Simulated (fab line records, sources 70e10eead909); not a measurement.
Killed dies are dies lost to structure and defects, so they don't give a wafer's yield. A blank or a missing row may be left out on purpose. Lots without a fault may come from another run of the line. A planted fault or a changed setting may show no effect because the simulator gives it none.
One fault seen from 2 desks | flow nand_harc | each desk has only its own numbers; what lay behind them comes last

THE TOOL OWNER'S DESK: litho_track-06
The tool's own readings at NHARC_P_M0_PEB_07 (peb time 65 s): means of the sampled wafers that have a number, for each lot that ran on this tool. A lot is out of limits, marked OUT, if its mean lies more than 4 standard deviations from the usual mean; the brackets give that distance.
Columns: A = chill_plate_temp_C at NHARC_P_M0_PEB_07, usual 23.02 C; B = heater_power_total_W at NHARC_P_M0_PEB_07, usual 156.6 W
lot  | first seen here | A     | B
L103 | day 6 05:59     | 23.08 | 156.9
L106 | day 7 03:45     | 23.05 | 156.4
L111 | day 8 03:44     | 23.03 | 156.4
L116 | day 9 03:02     | 23.06 | 426.4 (+99 or more) OUT
L117 | day 9 22:50     | 23.08 | 425.6 (+99 or more) OUT
This desk's finding: out of limits on L116, L117; first on L116, day 9 03:02 (heater_power_total_W at NHARC_P_M0_PEB_07). In limits: L103, L106, L111.

THE METROLOGY DESK
What the gauges read, lot by lot, whatever tool the lot ran on: means of the sampled wafers that have a number. A lot is out of limits, marked OUT, if its mean lies more than 4 standard deviations from the usual mean; the brackets give that distance.
Columns: A = overlay_x_nm at NHARC_P_CONTACT_OVL_MEAS_13, usual 0.2 nm; B = overlay_y_nm at NHARC_P_CONTACT_OVL_MEAS_13, usual 0.2 nm; C = cd_nm at NHARC_P_M0_CD_MEAS_09, usual 90.0 nm; D = overlay_x_nm at NHARC_P_M0_OVL_MEAS_10, usual 0.1 nm; E = overlay_y_nm at NHARC_P_M0_OVL_MEAS_10, usual -0.1 nm
lot  | first seen here | A    | B    | C    | D    | E
L103 | day 5 20:22     | -1.0 | 2.1  | 89.9 | 0.7  | -1.6
L105 | day 6 03:24     | -0.3 | -0.4 | 90.3 | 0.0  | 1.7
L106 | day 6 23:44     | -0.2 | -1.0 | 89.9 | -1.6 | -0.5
L108 | day 7 10:56     | 0.1  | -1.2 | 90.4 | -0.2 | 0.4
L109 | day 7 13:12     | 0.8  | 0.1  | 90.0 | -1.0 | 0.3
L111 | day 7 17:42     | -1.2 | -0.6 | 89.4 | -0.8 | -1.4
L116 | day 8 19:46     | 0.5  | 1.0  | -    | -    | -
L117 | day 9 15:22     | 1.8  | 0.5  | -    | -    | -
L120 | day 10 00:44    | 0.3  | -0.1 | 89.9 | -0.5 | -0.2
L125 | day 11 00:27    | -0.2 | -0.3 | 90.1 | 0.7  | -0.6
L124 | day 11 01:10    | 0.3  | 0.9  | 89.5 | 1.3  | -0.7
This desk's finding: nothing out of limits on any of the 11 lots.

PUT TOGETHER
The tool owner's desk could have raised an alarm at day 9 03:02, on L116, L117.
The metrology desk saw nothing out of limits.
The metrology desk has L116, L117 on record, within its limits.
Of the lots named, all ran NHARC_P_M0_PEB_07 on litho_track-06.

WHAT THE SIMULATOR HAD PUT IN
Process parameter drift: litho_track-06, from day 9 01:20 on, at NHARC_P_M0_PEB_07. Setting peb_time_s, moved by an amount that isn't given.
Lots struck among those shown: L116, L117.
Hours from the fault's start to each desk's first reading out of limits: the tool owner's desk, 2.
